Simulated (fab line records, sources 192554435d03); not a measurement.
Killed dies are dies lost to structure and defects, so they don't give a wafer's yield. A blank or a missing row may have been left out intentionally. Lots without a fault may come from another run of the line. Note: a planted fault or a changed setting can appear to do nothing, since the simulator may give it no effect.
Matching of chambers | flow n5_finfet | 4 sister chambers for N5_BEOL_M15_TRENCH_ETCH_34 on rie_diel-05
The step etches SiO2 in C4F8/O2/Ar, target depth 872.93 nm, time 199 s. 4 wafers are shown with their chamber, then 6 later ones without.

## WAFERS, EACH WITH ITS CHAMBER
wafer  | chamber | rf_vpp_V (V)
L216.3 | 1       | 2266
L216.6 | 2       | 2262
L230.2 | 0       | 2241
L230.3 | 3       | 2203

## WAFERS WITH NO CHAMBER GIVEN
wafer  | rf_vpp_V (V)
L230.6 | 2202
L231.1 | 2261
L231.4 | 2242
L231.6 | 2241
L232.1 | 2201
L232.4 | 2258

## WHICH CHAMBER EACH ONE RAN IN
wafer  | from the rows above | in truth
L230.6 | 3                   | 3
L231.1 | 2                   | 2
L231.4 | 0                   | 0
L231.6 | 0                   | 0
L232.1 | 3                   | 3
L232.4 | 2                   | 2
Correct placement for 6 of the 6. From these rows, 0 cannot be placed. Number placed wrongly: 0.
How it was worked out, from the rows above alone: a wafer's distance from a chamber is the root of the sum, over the readings, of the square of ((its reading less the chamber's mean) divided by the reading's scatter). If the next closest chamber is less than 2 further off than the closest, the wafer can't be placed; otherwise it belongs to the closest. A chamber's mean is the mean of its shown wafers. The scatter: with one shown wafer a chamber, the root of the mean of the squares of how far each hidden wafer lies from its nearest shown one.
